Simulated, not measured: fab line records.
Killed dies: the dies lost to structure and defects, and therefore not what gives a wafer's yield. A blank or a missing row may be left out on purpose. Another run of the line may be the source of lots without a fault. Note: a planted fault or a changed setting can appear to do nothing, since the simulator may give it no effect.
2 desks looking at one fault || flow n5-finfet || numbers are kept per desk, each desk with only its own; the story behind them comes last

FOR THE TOOL OWNER'S DESK: ald-sin-02
The tool's own readings at N5_FIN_SAQP_SPACER2_ALD_28 (deposits SiO2, target thk 8.1 nm, pulse time 1 s, purge time 2 s): means of the sampled wafers that have a number, for each lot that ran on this tool. If a lot's mean is further than 4 standard deviations from the usual mean, the lot is out of limits and carries the mark OUT (the distance appears in the brackets).
Columns: A = heater-power-w at N5_FIN_SAQP_SPACER2_ALD_28, usual 449 W; B = precursor-pulse-height-rel at N5_FIN_SAQP_SPACER2_ALD_28, usual 1.001
{"lot": "L233", "first seen here": "day 2 02:03", "A": 410, "B": 1.001}
{"lot": "L234", "first seen here": "day 2 07:14", "A": 419, "B": 1.029}
{"lot": "L240", "first seen here": "day 3 19:22", "A": 434, "B": 0.984}
{"lot": "L246", "first seen here": "day 5 09:14", "A": 458, "B": 1.003}
{"lot": "L247", "first seen here": "day 5 13:17", "A": 427, "B": 1.005}
Finding of this desk: none of the 5 lots has anything out of limits.

THE METROLOGY DESK
Lot by lot, what the gauges showed, no matter which tool ran the lot: averages of those sampled wafers that carry a number. If a lot's mean is further than 4 standard deviations from the usual mean, the lot is out of limits and carries the mark OUT (the distance appears in the brackets).
Columns: A = cd-nm at N5_FIN_SAQP_CD_MEAS_31, usual 8.11 nm; B = cd-nm at N5_STI_FIN_REVEAL_CD_MEAS_22, usual 6.3 nm
{"lot": "L233", "first seen here": "day 2 02:35", "A": 8.01, "B": 6.3}
{"lot": "L234", "first seen here": "day 2 07:46", "A": 8.19, "B": 6.2}
{"lot": "L236", "first seen here": "day 2 20:02", "A": 8.15, "B": 6.3}
{"lot": "L237", "first seen here": "day 3 01:38", "A": 7.97, "B": 6.7}
{"lot": "L238", "first seen here": "day 3 07:04", "A": 8.12, "B": 5.9}
{"lot": "L240", "first seen here": "day 3 19:54", "A": 8.13, "B": 6.6}
{"lot": "L246", "first seen here": "day 5 10:01", "A": "11.87 (+17) OUT", "B": "9.9 (+12) OUT"}
{"lot": "L247", "first seen here": "day 5 13:48", "A": "13.74 (+26) OUT", "B": "12.2 (+19) OUT"}
{"lot": "L255", "first seen here": "day 7 14:33", "A": 8.19, "B": 6.2}
{"lot": "L256", "first seen here": "day 7 19:30", "A": 8.24, "B": 6.4}
This desk's finding: out of limits on L246, L247; first on L246, day 5 10:01 (cd-nm at N5_FIN_SAQP_CD_MEAS_31). In limits: L233, L234, L236, L237, L238, L240, L255, L256.

ALL TOGETHER
The metrology desk could have raised an alarm at day 5 10:01, on L246, L247.
The desk of the tool owner found nothing out of limits.
The tool owner's desk has L246, L247 on record, within its limits.
The lots listed all ran N5_FIN_SAQP_SPACER2_ALD_28 on ald-sin-02.

WHAT WAS PUT IN BY THE SIMULATOR
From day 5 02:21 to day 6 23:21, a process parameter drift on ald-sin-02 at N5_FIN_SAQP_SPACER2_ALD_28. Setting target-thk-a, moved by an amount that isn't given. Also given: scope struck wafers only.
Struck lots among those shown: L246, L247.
Per desk, hours elapsed from the start of the fault to the first reading out of limits: for the metrology desk, 8.
